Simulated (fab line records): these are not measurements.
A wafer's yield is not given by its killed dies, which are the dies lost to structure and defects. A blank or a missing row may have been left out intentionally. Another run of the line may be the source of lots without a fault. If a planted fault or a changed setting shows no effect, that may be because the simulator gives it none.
Lot-split experiment    flow n5-finfet    route with 1938 steps; 7 lots, 21 wafers read

THE SPLIT
At N5_BEOL_M11_ETCH_62 (etches SOC in N2/H2, target depth 110 nm, overetch 22 nm, time 165 s), the setting time-s was moved away from the recipe's 165 s on 2 of the 21 wafers read, by -9.9% to +17.5%. This setting was run at the recipe's value on the other wafers.

The reading comes from the split's own step.

THE READING
SiARC_of_BEOL_M11_COAT_60.thk-nm (the simulator's own value, which no gauge read), in nm, at N5_BEOL_M11_ETCH_62 (etches SOC in N2/H2, target depth 110 nm, overetch 22 nm, time 165 s). No usual value for it is given in the file. The 19 wafers here that ran the recipe average 23.7 nm, standard deviation 0.16 nm.

wafer   tool, chamber at the split  time-s as run, s  against the recipe  SiARC_of_BEOL_M11_COAT_60.thk-nm, nm  against lot-mates on the recipe
L079.3  rie-diel-02, 2              148.6             -9.9%               24.2                                  +0.7
L079.5  rie-diel-02, 0              165               recipe              23.4                                  -
L079.6  rie-diel-02, 1              165               recipe              23.6                                  -
L081.2  rie-diel-06, 2              193.9             +17.5%              22.6                                  -1.2
L081.4  rie-diel-06, 3,2            165               recipe              23.8                                  -
L081.6  rie-diel-06, 3,2            165               recipe              23.8                                  -
L090.1  rie-diel-02, 1              165               recipe              23.6                                  -
L090.2  rie-diel-02, 3              165               recipe              23.8                                  -
L090.6  rie-diel-02, 3              165               recipe              23.8                                  -
L087.2  rie-diel-04, 2              165               recipe              23.6                                  -
L087.6  rie-diel-04, 2              165               recipe              23.6                                  -
L087.3  rie-diel-04, 3              165               recipe              23.4                                  -
L091.1  rie-diel-04, 2              165               recipe              23.8                                  -
L091.5  rie-diel-04, 2              165               recipe              23.8                                  -
L091.4  rie-diel-04, 3              165               recipe              23.4                                  -
L097.3  rie-diel-04, 2,0            165               recipe              23.8                                  -
L097.4  rie-diel-04, 2,0            165               recipe              23.8                                  -
L097.5  rie-diel-04, 0              165               recipe              23.6                                  -
L096.3  rie-diel-06, 0              165               recipe              23.4                                  -
L096.5  rie-diel-06, 2,1            165               recipe              23.8                                  -
L096.6  rie-diel-06, 2,1            165               recipe              23.8                                  -
The file does not say which wafer passed through which chamber wherever a row lists several chambers: such a row stands for several wafers.

THE FIT
A straight line over all 21 wafers: SiARC_of_BEOL_M11_COAT_60.thk-nm changes by -0.059 nm for each +1% of time-s; r = -0.86; the points scatter about the line by 0.16 nm.
The same after taking each lot's own level away (the mean of its wafers on the recipe; 21 wafers): -0.069 nm for each +1%; r = -0.93; scatter 0.13 nm.
On that fit, the largest move of time-s shifts the reading by 1.2 nm.
From 23.50 to 23.80 nm: that is the span of the lots' own levels, equal to 1.9 times the standard deviation above.
So the slope is not independent of the lot-to-lot level: the two fits are not the same.
Check: with one of the wafers moved furthest among these (+17.5%) left out of the fit, the line predicts -1.23 nm for it against its lot-mates. It came out at -1.2 nm against them.

FURTHER SPLITS ON THESE WAFERS
Before the reading, these wafers also passed through other splits. Each is held against what the fit with the lots' levels taken away leaves over:
other split on the same wafers  wafers away from the commonest value  r with SiARC_of_BEOL_M11_COAT_60.thk-nm (lot level and that fit taken away)
N5_BEOL_M9_ILD_DEP_00 time-s    6                                     -0.27
N5_BEOL_M9_PECVD_70 temp-c      7                                     +0.07
N5_BEOL_M9_EXPOSE_25 dose-mj    7                                     -0.24
N5_BEOL_M9_ETCH_66 time-s       5                                     +0.13
N5_BEOL_M10_COAT_64 spin-rpm    3                                     -0.11
N5_BEOL_M10_EXPOSE_25 dose-mj   4                                     +0.17

FILE'S OWN FIT
SiARC_of_BEOL_M11_COAT_60.thk-nm changes by -0.069 nm for each +1% of time-s, r = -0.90.
